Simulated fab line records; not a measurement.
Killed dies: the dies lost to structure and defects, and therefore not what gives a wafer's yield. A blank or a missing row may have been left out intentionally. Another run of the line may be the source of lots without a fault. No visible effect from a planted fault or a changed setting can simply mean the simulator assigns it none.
Matching of chambers + flow n5-finfet + 3 sister chambers for N5_BEOL_M0_DEP_125 on pecvd-02
The step deposits SiCN from 3MS/NH3, target thk 8 nm, time 14 s. 22 wafers are shown with their chamber, then 11 later ones without.

== WAFERS, EACH WITH ITS CHAMBER ==
| wafer  | chamber | showerhead-plenum-p-Torr (Torr) | throttle-valve-pct (%) |
|--------|---------|---------------------------------|------------------------|
| L074.2 | 0       | 3.677                           | 9.0                    |
| L074.3 | 1       | 3.665                           | 9.4                    |
| L074.5 | 1       | 3.671                           | 9.3                    |
| L076.1 | 1       | 3.664                           | 9.5                    |
| L076.4 | 1       | 3.659                           | 9.2                    |
| L076.5 | 0       | 3.682                           | 9.2                    |
| L078.1 | 0       | 3.687                           | 8.7                    |
| L078.3 | 2       | 3.678                           | 8.8                    |
| L078.6 | 2       | 3.683                           | 8.4                    |
| L082.2 | 2       | 3.681                           | 8.9                    |
| L082.4 | 0       | 3.674                           | 8.9                    |
| L082.5 | 1       | 3.669                           | 9.3                    |
| L087.1 | 2       | 3.684                           | 8.8                    |
| L087.2 | 1       | 3.668                           | 9.1                    |
| L087.4 | 0       | 3.684                           | 9.1                    |
| L088.1 | 2       | 3.676                           | 8.3                    |
| L088.2 | 1       | 3.662                           | 9.1                    |
| L088.6 | 2       | 3.683                           | 8.6                    |
| L089.1 | 1       | 3.671                           | 9.3                    |
| L089.2 | 0       | 3.677                           | 9.0                    |
| L089.6 | 1       | 3.658                           | 9.7                    |
| L090.1 | 0       | 3.682                           | 9.2                    |

SIGNATURES (means of the wafers above)
| reading                  | chamber 0 | chamber 1 | chamber 2 | scatter within a chamber |
|--------------------------|-----------|-----------|-----------|--------------------------|
| showerhead-plenum-p-Torr | 3.68043   | 3.66522   | 3.68083   | 0.0044                   |
| throttle-valve-pct       | 9.014     | 9.322     | 8.633     | 0.202                    |
Rule: distance of a wafer from a chamber = root of the sum over the readings of ((wafer's reading minus chamber's mean) / reading's scatter) squared. The wafer belongs to the nearest chamber; if the next one is less than 2 further off, it can't be placed. The scatter: take each reading less its chamber's mean, square it, sum over the shown wafers, divide by the number of wafers less the number of chambers, and take the root.

== WAFERS WITHOUT THEIR CHAMBER ==
| wafer  | showerhead-plenum-p-Torr (Torr) | throttle-valve-pct (%) |
|--------|---------------------------------|------------------------|
| L090.3 | 3.690                           | 9.3                    |
| L090.5 | 3.659                           | 9.6                    |
| L091.1 | 3.668                           | 9.6                    |
| L091.4 | 3.658                           | 9.6                    |
| L091.5 | 3.670                           | 9.4                    |
| L093.3 | 3.673                           | 8.2                    |
| L093.4 | 3.678                           | 8.0                    |
| L093.6 | 3.667                           | 9.4                    |
| L094.4 | 3.685                           | 7.9                    |
| L094.5 | 3.663                           | 9.5                    |
| L094.6 | 3.675                           | 9.1                    |

== WHICH CHAMBER EACH WENT THROUGH ==
| wafer  | from the rows above          | in truth |
|--------|------------------------------|----------|
| L090.3 | can't be placed: 0 or 2      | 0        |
| L090.5 | 1                            | 1        |
| L091.1 | 1                            | 1        |
| L091.4 | 1                            | 1        |
| L091.5 | can't be placed: 1 or 0      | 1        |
| L093.3 | can't be placed: 2 or 0      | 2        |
| L093.4 | can't be placed: 2 or 0      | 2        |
| L093.6 | 1                            | 1        |
| L094.4 | can't be placed: 2 or 0      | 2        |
| L094.5 | 1                            | 1        |
| L094.6 | can't be placed: 0 or 1 or 2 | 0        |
Placed correctly: 5 of 11. Unplaceable from these rows: 6, with the true chamber sitting among the candidates in 6. 0 placed wrongly.
